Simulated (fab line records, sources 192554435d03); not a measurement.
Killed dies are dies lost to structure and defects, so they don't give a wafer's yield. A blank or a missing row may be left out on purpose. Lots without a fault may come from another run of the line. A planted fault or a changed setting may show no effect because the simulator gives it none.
Problem report in the 8D (eight disciplines) form, filled by code | flow n5_finfet | the parts of the form that need people (team, actions taken, sign-off) are left out

1. THE PROBLEM
killed_at_contacts at N5_PASSIVATION_PROBE_49 reads a mean of 976 on 4 wafers of 3 lots; wafers without a fault read 13 with a standard deviation of 5.7. That is +99 or more standard deviations from the usual mean.
First seen on wafer L473.4, day 14 19:47, on prober-02. The record holds 6 wafers of 3 lots with a number at this step. Rule for "out", or "out of limits": more than 4 standard deviations from the usual mean. The other wafers with a number count as sound.

2. WHAT IT IS AND WHAT IT IS NOT
question                    | is                                                                                                                     | is not
which readings at this step | killed_at_contacts, defect_limited_yield, killed_dies, killed_on_rim, sort_bin_5_function, sort_n_pass, sort_yield_pct | killed_at_M0_to_M3, killed_at_front_end, killed_open, killed_short, sort_bin_4_leakage, sort_bin_6_memory
which lots                  | L473, L474, L478                                                                                                       | -
which wafers of those lots  | L473.4, L474.4, L478.4, L478.5                                                                                         | L473.1, L474.6
read on which tools         | prober-01, prober-02                                                                                                   | -
when                        | from day 14 19:47                                                                                                      | up to then (1 sound wafer); but 1 sound wafer of L474 came after

3. SUSPECTS, AND WHAT RULES EACH OUT
Counting: a tool at a process step up to the reading stays a suspect if it ran every lot that is out. Sound lots after the first of them don't rule it out here, since some wafers of a struck lot are sound.
- ald_sin-01 at N5_MOL_CONTACT_COAG_ALD_131 (deposits SiO2, target thk 5 nm, pulse time 1 s, co reactant pulse time 1 s): kept. It ran every lot that is out, first L473 (day 8 00:10).
- rie_diel-06 at N5_MOL_CONTACT_COAG_ETCHBACK_135 (etches SiO2 in CHF3, target depth 25 nm, time 16.7 s): kept. It ran every lot that is out, first L473 (day 8 00:28).
Left after counting: ald_sin-01 at N5_MOL_CONTACT_COAG_ALD_131, rie_diel-06 at N5_MOL_CONTACT_COAG_ETCHBACK_135.

4. THE CAUSE (what the simulator had put in)
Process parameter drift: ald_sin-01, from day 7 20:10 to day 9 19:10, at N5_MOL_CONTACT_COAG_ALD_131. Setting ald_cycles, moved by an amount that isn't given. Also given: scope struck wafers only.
Counting left 2 suspects, and this tool is among them.

5. THE CHAIN OF EFFECTS, in route order
Each row: a reading whose mean over the struck wafers that have a number lies more than 3 standard deviations from the usual. Only readings for which the record gives a usual standard deviation are gone through. hours: the time from each lot's start at the first step in this table that gives one to its start at this step, as a median over the lots. sigmas: the change in usual standard deviations.
hours | step                    | reading              | usual  | on struck wafers | change | sigmas
0     | N5_PASSIVATION_PROBE_49 | defect_limited_yield | 91.3 % | 9.9              | -81.3  | -54
0     | N5_PASSIVATION_PROBE_49 | killed_at_contacts   | 13     | 976              | +963   | +99 or more
0     | N5_PASSIVATION_PROBE_49 | killed_dies          | 103    | 1062             | +960   | +56
0     | N5_PASSIVATION_PROBE_49 | killed_on_rim        | 13     | 136              | +123   | +29
0     | N5_PASSIVATION_PROBE_49 | sort_bin_5_function  | 5.0 %  | 86.8             | +81.8  | +83
0     | N5_PASSIVATION_PROBE_49 | sort_n_pass          | 1077   | 118              | -960   | -56
0     | N5_PASSIVATION_PROBE_49 | sort_yield_pct       | 91.3 % | 9.9              | -81.3  | -54
The process steps in it:
- N5_PASSIVATION_PROBE_49

6. WHAT WOULD HAVE CAUGHT IT SOONER
In this record the first reading out of limits was taken at day 14 19:47, 168 hours after the fault began at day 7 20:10.
Of the tool readings at N5_MOL_CONTACT_COAG_ALD_131 for which the record gives a usual standard deviation, none was out on any struck wafer, so an alarm limit of 4 standard deviations on them would not have fired.
All the lots that are out (3) had begun N5_MOL_CONTACT_COAG_ALD_131 on ald_sin-01 by day 14 19:47. A hold on the tool at that time would have spared none of them.
